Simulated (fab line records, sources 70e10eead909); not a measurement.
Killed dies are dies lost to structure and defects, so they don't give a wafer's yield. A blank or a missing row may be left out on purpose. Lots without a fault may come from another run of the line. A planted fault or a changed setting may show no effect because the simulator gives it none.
Chamber matching | flow nand_harc | NHARC_P_CONTACT_CMP_24 on cmp-02: 4 sister chambers
The step polishes, t overpolish 30 s, target thk 200 nm. 8 wafers are shown with their chamber, then 11 later ones without.

WAFERS WITH THEIR CHAMBER
wafer  | chamber | motor_current_A (A) | time_to_endpoint_s (s)
L083.3 | 3       | 13.7                | 35.7
L084.3 | 2       | 10.4                | 41.4
L084.5 | 3       | 14.2                | 40.1
L084.6 | 0       | 12.5                | 42.9
L085.1 | 0       | 12.5                | 42.3
L085.3 | 1       | 12.0                | 41.3
L085.5 | 1       | 12.8                | 41.2
L088.1 | 2       | 10.4                | 39.5

WAFERS WITHOUT THEIR CHAMBER
wafer  | motor_current_A (A) | time_to_endpoint_s (s)
L088.3 | 13.7                | 40.4
L088.4 | 13.6                | 39.8
L091.1 | 14.0                | 41.4
L091.2 | 12.5                | 41.1
L091.3 | 12.2                | 40.0
L094.1 | 12.2                | 40.8
L094.2 | 14.5                | 39.1
L094.5 | 14.3                | 39.4
L094.3 | 12.9                | 41.4
L094.4 | 9.7                 | 40.0
L094.6 | 12.7                | 39.7

WHICH CHAMBER EACH WENT THROUGH
wafer  | from the rows above     | in truth
L088.3 | 3                       | 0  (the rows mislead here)
L088.4 | 3                       | 3
L091.1 | 3                       | 3
L091.2 | can't be placed: 1 or 0 | 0
L091.3 | can't be placed: 1 or 0 | 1
L094.1 | can't be placed: 1 or 0 | 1
L094.2 | 3                       | 3
L094.5 | 3                       | 3
L094.3 | can't be placed: 0 or 1 | 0
L094.4 | 2                       | 2
L094.6 | can't be placed: 1 or 0 | 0
Placed correctly: 5 of 11. Can't be placed from these rows: 5 (the true chamber is among the candidates in 5). Placed wrongly: 1.
How it was worked out, from the rows above alone: a wafer's distance from a chamber is the root of the sum, over the readings, of the square of ((its reading less the chamber's mean) divided by the reading's scatter). The wafer belongs to the nearest chamber; if the next one is less than 2 further off, it can't be placed. A chamber's mean is the mean of its shown wafers. The scatter: the root of (the sum of the squares of (reading less its chamber's mean) over the shown wafers, divided by (wafers less chambers)).
